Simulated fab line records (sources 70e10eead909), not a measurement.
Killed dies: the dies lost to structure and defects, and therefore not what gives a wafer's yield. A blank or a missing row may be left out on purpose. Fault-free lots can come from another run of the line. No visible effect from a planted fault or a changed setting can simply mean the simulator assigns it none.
A lot that was struck, set against a sound lot ; flow nand-harc ; 14 steps out of a route of 1159
Sound: the wafers L734.2, L734.4, L734.6. Struck: wafers L732.2, L732.4. (L732.5 of the same lot was not struck and is left out.) The cause comes at the end.
Order at every step that has rows: each side's tool, ch and its chambers, its first start. Under that, the readings that differ: sound wafers ; struck wafers ; difference of the means ; sigmas: that difference in standard deviations of wafers without a fault.
alike: readings whose means differ by less than 2 such deviations, and words and numbers that are the same on both sides. not compared: withheld readings, readings that some wafer has no value for, bounds like >300 that may hide the same value, and numbers for which the record gives no deviation and whose values overlap.
The two part at a step that has a row with sigmas, a row that says differs or no value, or rows on one side only. Numbers that have no deviation but don't overlap get no sigmas and don't part them. Lack of a reading on every wafer of one side parts them only where that side has two or more wafers.

NHARC_A_WL_FILL_CVD_03: deposits W, target thk 40 nm, time 3302 s.
  sound on cvd-w-02 ch 0,1, day 17 21:38; struck on cvd-w-01 ch 0,1, day 17 21:40
  alike: heater-power-outer-w, heater-power-w, throttle-valve-pct
NHARC_A_WL_FILL_ETCHBACK_04: etches the open film in NF3, target depth 60 nm, time 120 s.
  sound on rie-metal-03 ch 0, day 18 00:31; struck on rie-metal-02 ch 0, day 18 00:32
  alike: drypump-motor-current-A, oes-product-au
  not compared: rf-hours-counter-h
NHARC_A_WL_FILL_ETCHBACK_05: etches the open film in Cl2/BCl3, target depth 22 nm, time 60 s.
  sound on rie-metal-03 ch 1, day 18 00:46; struck on rie-metal-02 ch 0,1, day 18 00:46
  alike: drypump-motor-current-A, oes-product-au
  not compared: rf-hours-counter-h
then, 5 steps without rows for these wafers: NHARC_A_WL_FILL_STRIP_27 (strips in N2/H2, time 20 s); NHARC_A_WL_FILL_STRIP_28 (strips in post etch residue remover, time 1200 s); NHARC_A_WL_FILL_PRECLEAN_06 (cleans in DIW, time 300 s); NHARC_A_WL_FILL_SRD_07; NHARC_A_WL_FILL_ANNEAL_08 (time 1800 s).
NHARC_A_WL_FILL_ALD_10: deposits SiO2, target thk 50 nm, pulse time 10 s, ald cycles 500.
  sound on ald-hk-03 ch 2,3, day 18 06:08; struck on ald-hk-02 ch 0,2, day 18 06:08
  alike: heater-power-outer-w, heater-power-w, precursor-pulse-height-rel
NHARC_A_WL_FILL_ETCHBACK_16: etches the open film in C4F8/O2/Ar, target depth 88 nm, time 17.6 s.
  sound: rie-diel-07 ch 1,3; struck: rie-diel-12 ch 2,3
  alike: oes-product-au, rf-vpp-V
  not compared: rf-hours-counter-h
then, 1 step without rows for these wafers: NHARC_A_WL_FILL_STRIP_29 (strips in O2, time 20 s).
NHARC_A_WL_FILL_ETCHBACK_17: etches the open film in Cl2/BCl3, target depth 4 nm, time 26.7 s.
  sound on rie-metal-02 ch 0,1, day 18 10:57; struck on rie-metal-03 ch 0, day 18 10:55
reading;sound;struck;difference;sigmas
drypump-motor-current-A (A);5.1 5.1 5.4;6.1 6.1;+0.9;+2
oes-product-au (a.u.);1.000 0.996 1.002;0.805 0.819;-0.187;-28
  not compared: rf-hours-counter-h
then, 2 steps without rows for these wafers: NHARC_A_WL_FILL_PRECLEAN_18 (cleans in dHF, time 30 s); NHARC_END_SORT_01.

## WHERE THEY PART
At NHARC_A_WL_FILL_ETCHBACK_17 and nowhere else, as far as this record goes.

WHY: the cause the simulator had injected
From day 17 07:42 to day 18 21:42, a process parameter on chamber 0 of rie-metal-03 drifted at NHARC_A_WL_FILL_ETCHBACK_17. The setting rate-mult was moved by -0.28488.
